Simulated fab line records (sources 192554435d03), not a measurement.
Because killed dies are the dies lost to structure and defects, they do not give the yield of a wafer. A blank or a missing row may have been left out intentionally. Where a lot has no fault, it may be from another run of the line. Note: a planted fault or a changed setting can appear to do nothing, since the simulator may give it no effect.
Chamber matching + flow n5_finfet + 3 sister chambers for N5_MIM_TOP_ETCH_PECVD_03 on pecvd-03
The step deposits SiNx from SiH4/NH3/N2, target thk 20 nm, time 17.6 s. 18 wafers are shown with their chamber, then 9 later ones without.

## EACH WAFER AND ITS CHAMBER
| wafer  | chamber | throttle_valve_pct (%) | showerhead_plenum_p_Torr (Torr) | heater_power_outer_w (W) |
|--------|---------|------------------------|---------------------------------|--------------------------|
| L077.1 | 0       | 39.0                   | 5.11                            | 318                      |
| L077.2 | 2       | 35.2                   | 4.97                            | 474                      |
| L077.3 | 1       | 38.8                   | 5.15                            | 397                      |
| L076.1 | 1       | 39.0                   | 5.15                            | 423                      |
| L076.3 | 0       | 38.9                   | 5.10                            | 257                      |
| L076.4 | 2       | 35.1                   | 4.97                            | 433                      |
| L078.2 | 2       | 35.2                   | 4.97                            | 457                      |
| L078.4 | 1       | 38.8                   | 5.15                            | 445                      |
| L078.5 | 2       | 35.2                   | 4.98                            | 464                      |
| L081.1 | 0       | 38.8                   | 5.10                            | 257                      |
| L081.3 | 1       | 38.7                   | 5.15                            | 405                      |
| L081.4 | 2       | 35.1                   | 4.97                            | 476                      |
| L079.2 | 1       | 38.8                   | 5.14                            | 429                      |
| L079.3 | 0       | 38.9                   | 5.11                            | 277                      |
| L079.6 | 0       | 39.2                   | 5.11                            | 278                      |
| L082.2 | 0       | 39.2                   | 5.10                            | 283                      |
| L082.3 | 1       | 38.7                   | 5.15                            | 446                      |
| L082.4 | 0       | 39.1                   | 5.10                            | 291                      |

SIGNATURES, as means of the wafers listed above
| reading                  | chamber 0 | chamber 1 | chamber 2 | scatter within a chamber |
|--------------------------|-----------|-----------|-----------|--------------------------|
| throttle_valve_pct       | 39.014    | 38.800    | 35.160    | 0.121                    |
| showerhead_plenum_p_Torr | 5.1043    | 5.1483    | 4.9720    | 0.00472                  |
| heater_power_outer_w     | 280.14    | 424.17    | 460.80    | 19.8                     |
Rule: for a wafer and a chamber, the distance is found by dividing, reading by reading, the gap between the wafer's reading and the chamber's mean by the reading's scatter, squaring, summing and taking the root. The wafer belongs to the nearest chamber; if the next one is less than 2 further off, it can't be placed. The scatter is the square root of a quotient: the sum, over the shown wafers, of each reading's squared deviation from its chamber's mean, divided by wafers minus chambers.

## WAFERS WITH NO CHAMBER GIVEN
| wafer  | throttle_valve_pct (%) | showerhead_plenum_p_Torr (Torr) | heater_power_outer_w (W) |
|--------|------------------------|---------------------------------|--------------------------|
| L084.3 | 35.2                   | 4.97                            | 458                      |
| L084.5 | 38.9                   | 5.16                            | 425                      |
| L084.6 | 35.2                   | 4.98                            | 471                      |
| L088.2 | 38.6                   | 5.15                            | 455                      |
| L088.4 | 35.2                   | 4.99                            | 386                      |
| L088.6 | 38.8                   | 5.10                            | 300                      |
| L089.1 | 34.9                   | 4.99                            | 418                      |
| L089.4 | 39.0                   | 5.10                            | 303                      |
| L089.6 | 39.2                   | 5.15                            | 394                      |

## WHICH CHAMBER EACH ONE RAN IN
| wafer  | from the rows above | in truth |
|--------|---------------------|----------|
| L084.3 | 2                   | 2        |
| L084.5 | 1                   | 1        |
| L084.6 | 2                   | 2        |
| L088.2 | 1                   | 1        |
| L088.4 | 2                   | 2        |
| L088.6 | 0                   | 0        |
| L089.1 | 2                   | 2        |
| L089.4 | 0                   | 0        |
| L089.6 | 1                   | 1        |
Correctly placed: 9 of 9. Number that these rows cannot place: 0. Wrongly placed: 0.
